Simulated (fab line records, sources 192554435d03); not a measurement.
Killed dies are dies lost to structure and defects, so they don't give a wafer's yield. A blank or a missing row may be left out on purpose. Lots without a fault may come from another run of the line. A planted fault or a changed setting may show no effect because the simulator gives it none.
Which tool did it? | flow n5_finfet | 11 lots, 30 wafers sampled, at 5 steps of a route of 1938

WHAT THE GAUGES READ, wafer by wafer
N5_ILD0_THK_MEAS_04.
lot  | measured    | on            | thk_nm (nm)
L602 | day 4 01:42 | film_metro-01 | 198.3 199.3 199.0
L603 | day 4 07:11 | film_metro-01 | 197.7 196.0 197.3
L604 | day 4 13:04 | film_metro-02 | 198.3 196.7 197.0
L605 | day 4 18:37 | film_metro-01 | 198.2 198.6 196.9
L606 | day 5 06:45 | film_metro-01 | 198.2 198.3 199.5
L614 | day 7 00:24 | film_metro-01 | 198.1 197.2
L615 | day 7 10:35 | film_metro-02 | 196.3 196.3
L616 | day 7 14:32 | film_metro-02 | 198.1 198.2
L617 | day 7 18:34 | film_metro-02 | 199.4 199.2 199.8
L618 | day 8 00:28 | film_metro-02 | 197.0 198.5 197.6
L622 | day 9 02:02 | film_metro-01 | 197.1 196.4 197.6

N5_SDB_CD_MEAS_11: target cd 50 nm.
lot  | measured    | on        | cd_nm (nm)
L602 | day 4 05:46 | cd_sem-02 | 51.4 52.2 50.8
L603 | day 4 11:14 | cd_sem-01 | 52.8 51.1 51.4
L604 | day 4 17:08 | cd_sem-03 | 50.6 50.5 50.9
L605 | day 4 23:17 | cd_sem-01 | 51.3 51.3 50.7
L606 | day 5 10:55 | cd_sem-01 | 50.0 51.9 52.2
L614 | day 7 04:27 | cd_sem-03 | 51.2 50.0
L615 | day 7 14:31 | cd_sem-02 | 48.9 49.8
L616 | day 7 18:37 | cd_sem-03 | 51.9 52.0
L617 | day 7 22:37 | cd_sem-02 | 51.8 50.1 51.2
L618 | day 8 04:23 | cd_sem-03 | 51.5 50.5 50.0
L622 | day 9 06:19 | cd_sem-01 | 48.8 49.7 48.6

N5_SDB_OVL_MEAS_12.
lot  | measured    | on         | SDB_OVL (nm)
L602 | day 4 05:47 | overlay-01 | 0.0 -0.8 0.4
L603 | day 4 11:16 | overlay-01 | 0.2 0.7 1.2
L604 | day 4 17:10 | overlay-01 | 1.4 0.6 0.7
L605 | day 4 23:19 | overlay-02 | 0.0 -0.5 0.8
L606 | day 5 10:57 | overlay-02 | 0.3 -0.7 0.3
L614 | day 7 04:29 | overlay-02 | -0.2 -0.3
L615 | day 7 14:32 | overlay-02 | 1.2 1.0
L616 | day 7 18:38 | overlay-02 | 1.2 1.1
L617 | day 7 22:39 | overlay-01 | 0.5 -0.4 -0.6
L618 | day 8 04:25 | overlay-01 | 1.0 0.6 0.2
L622 | day 9 06:21 | overlay-02 | -0.8 -0.2 0.1

N5_BEOL_M4_RC_MEAS_101.
lot  | measured     | on        | DIBL_N (mV/V)  | DIBL_P (mV/V)  | IOFF_N (nA/um)    | IOFF_P (nA/um) | ION_N (uA/um) | ION_P (uA/um) | SS_N (mV/dec)  | SS_P (mV/dec)  | VT_N (mV)   | VT_P (mV)
L602 | day 8 23:57  | prober-01 | 36.7 37.7 35.7 | 38.9 40.2 37.7 | 0.176 0.201 0.146 | 0.28 0.32 0.26 | 693 682 673   | 472 477 470   | 71.4 72.1 71.0 | 74.1 74.1 73.2 | 250 246 252 | -243 -240 -244
L603 | day 9 00:14  | prober-02 | 38.4 39.5 36.4 | 37.5 39.5 35.9 | 0.175 0.193 0.144 | 0.22 0.27 0.20 | 679 685 678   | 461 473 464   | 72.8 72.2 70.8 | 73.6 74.4 73.0 | 251 250 251 | -251 -249 -253
L604 | day 9 06:08  | prober-01 | 37.5 37.4 36.8 | 36.1 36.3 35.5 | 0.193 0.183 0.180 | 0.24 0.25 0.24 | 691 685 697   | 468 471 476   | 71.4 70.9 70.6 | 73.7 73.9 72.9 | 245 246 245 | -246 -243 -243
L605 | day 9 06:33  | prober-02 | 34.5 33.6 33.7 | 35.5 34.5 34.1 | 0.142 0.126 0.124 | 0.20 0.17 0.17 | 675 665 670   | 468 452 447   | 71.3 71.1 71.2 | 72.8 72.9 72.5 | 251 250 252 | -250 -254 -252
L606 | day 9 15:37  | prober-02 | 37.0 35.2 35.6 | 38.7 35.6 36.5 | 0.192 0.153 0.159 | 0.25 0.20 0.21 | 690 680 670   | 467 464 463   | 71.4 71.2 71.8 | 73.6 73.2 72.8 | 248 250 252 | -247 -253 -250
L614 | day 11 09:49 | prober-02 | 36.9 35.5      | 36.4 36.7      | 0.161 0.151       | 0.22 0.23      | 676 679       | 463 468       | 71.7 71.4      | 73.1 73.3      | 248 249     | -247 -247
L615 | day 12 04:37 | prober-01 | 35.8 36.9      | 36.5 37.6      | 0.149 0.176       | 0.22 0.23      | 669 691       | 465 473       | 71.6 72.4      | 73.4 73.8      | 252 251     | -251 -249
L616 | day 12 05:17 | prober-02 | 35.6 37.7      | 34.1 36.3      | 0.139 0.164       | 0.19 0.22      | 669 667       | 461 461       | 71.6 71.1      | 73.0 73.8      | 252 252     | -252 -251
L617 | day 12 11:53 | prober-01 | 35.1 35.1 37.1 | 36.0 35.8 38.2 | 0.145 0.148 0.178 | 0.19 0.19 0.22 | 665 671 678   | 459 458 460   | 70.7 71.4 72.4 | 73.7 72.8 74.1 | 251 249 249 | -252 -250 -252
L618 | day 12 10:37 | prober-02 | 35.1 35.8 32.7 | 34.1 34.5 30.9 | 0.127 0.131 0.093 | 0.16 0.16 0.12 | 657 661 662   | 454 452 448   | 71.6 71.3 70.3 | 72.5 72.6 71.9 | 253 254 259 | -257 -257 -255
L622 | day 13 14:36 | prober-01 | 33.2 34.2 37.3 | 32.0 32.8 37.4 | 0.110 0.118 0.188 | 0.15 0.15 0.24 | 664 667 685   | 457 458 467   | 70.9 71.0 71.0 | 71.6 72.4 73.3 | 256 253 246 | -254 -256 -250

WHICH TOOL RAN EACH LOT (tool, then ch and the chambers of the sampled wafers, then the start)
lot  | N5_SDB_ETCH_17
L602 | rie_diel-01 ch 0,1,2, day 4 06:45
L603 | rie_diel-05 ch 1,3, day 4 11:22
L604 | rie_diel-06 ch 1,2, day 4 17:16
L605 | rie_diel-06 ch 1,2, day 4 23:25
L606 | rie_diel-05 ch 1,3, day 5 11:06
L614 | rie_diel-05 ch 2,3, day 7 04:41
L615 | rie_diel-05 ch 1,2, day 7 14:50
L616 | rie_diel-05 ch 2,3, day 7 18:49
L617 | rie_diel-01 ch 0,2,3, day 7 22:45
L618 | rie_diel-06 ch 0,1,3, day 8 04:31
L622 | rie_diel-06 ch 0,1, day 9 06:26
- N5_SDB_ETCH_17: etches SiARC in CF4, target depth 23.4 nm, time 39 s.

WHAT THE TOOLS THEMSELVES READ (means of the sampled wafers that have a number; where no wafer has one, the mark that the record gives instead)
N5_SDB_ETCH_17.
lot  | tool        | drypump_motor_current_A (A) | etch_rf_on_time_s (s) | mfc_ar_sccm (sccm) | oes_product_au (a.u.) | rf_vpp_V (V) | showerhead_plenum_p_Torr (Torr) | throttle_valve_pct (%)
L602 | rie_diel-01 | 5.7                         | 39.4                  | 100.0              | 0.66                  | 183.8        | 2.14                            | 15.68
L603 | rie_diel-05 | 5.7                         | 38.9                  | 99.9               | 0.74                  | 185.8        | 2.26                            | 15.51
L604 | rie_diel-06 | 6.1                         | 39.5                  | 99.9               | 0.62                  | 184.7        | 2.19                            | 15.69
L605 | rie_diel-06 | 5.6                         | 39.8                  | 100.0              | 0.64                  | 183.5        | 2.18                            | 15.59
L606 | rie_diel-05 | 5.7                         | 39.3                  | 100.0              | 0.74                  | 185.1        | 2.27                            | 15.38
L614 | rie_diel-05 | 5.4                         | 32.6                  | 99.9               | 0.76                  | 185.0        | 2.23                            | 15.59
L615 | rie_diel-05 | 5.4                         | 32.5                  | 100.3              | 0.73                  | 185.6        | 2.23                            | 15.84
L616 | rie_diel-05 | 5.4                         | 25.6                  | 99.8               | 0.86                  | 185.2        | 2.23                            | 15.61
L617 | rie_diel-01 | 5.5                         | 38.9                  | 100.1              | 0.66                  | 185.6        | 2.17                            | 15.79
L618 | rie_diel-06 | 5.3                         | 38.8                  | 100.0              | 0.67                  | 184.7        | 2.13                            | 15.65
L622 | rie_diel-06 | 5.0                         | 39.2                  | 100.5              | 0.69                  | 183.7        | 2.11                            | 15.60

THE ANSWER, worked out from the rows above alone
Rule: what is usual is taken from the lots themselves. Put in order of their means at a reading, lots are off if they are a third of the lots or fewer, leave a main group of 4 or more, and stand apart from it by a gap of 3 or more times the standard deviation of the main group's means; of several such gaps the widest counts. A main group whose means are all the same, to the digits that the tables above print for the reading, isn't used. A lot without any number at a reading at which 4 lots or more have one is off too. The other lots that the step has rows for count as sound. The gauges are gone through in route order, then the tools' own readings, and for those a lot's mean is taken as printed above. The first step at which some lot is off is used, and at that step the reading that is off furthest; a lot without a number counts as furthest.
Off: L614, L615, L616, at N5_SDB_ETCH_17 (etch_rf_on_time_s). The main group: mean 39.2 s, standard deviation 0.32.
A tool fits if, at that step or a process step before it, it ran every lot that is off, and no sound lot after the first of them. One fits: rie_diel-05 at N5_SDB_ETCH_17. Its last sound lot is L606 (day 5 11:06), its first lot that is off L614 (day 7 04:41): a fault that began between those two fits.
The tool's own readings at N5_SDB_ETCH_17 bear it out: on the lots that are off they differ by more than 5 times the standard deviation of the sound lots' means. etch_rf_on_time_s reads 30.2 s there against 39.2 s on the sound lots.

WHAT THE SIMULATOR HAD PUT IN
Process parameter drift: rie_diel-05, from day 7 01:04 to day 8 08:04, at N5_SDB_ETCH_17. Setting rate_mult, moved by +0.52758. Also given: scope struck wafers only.
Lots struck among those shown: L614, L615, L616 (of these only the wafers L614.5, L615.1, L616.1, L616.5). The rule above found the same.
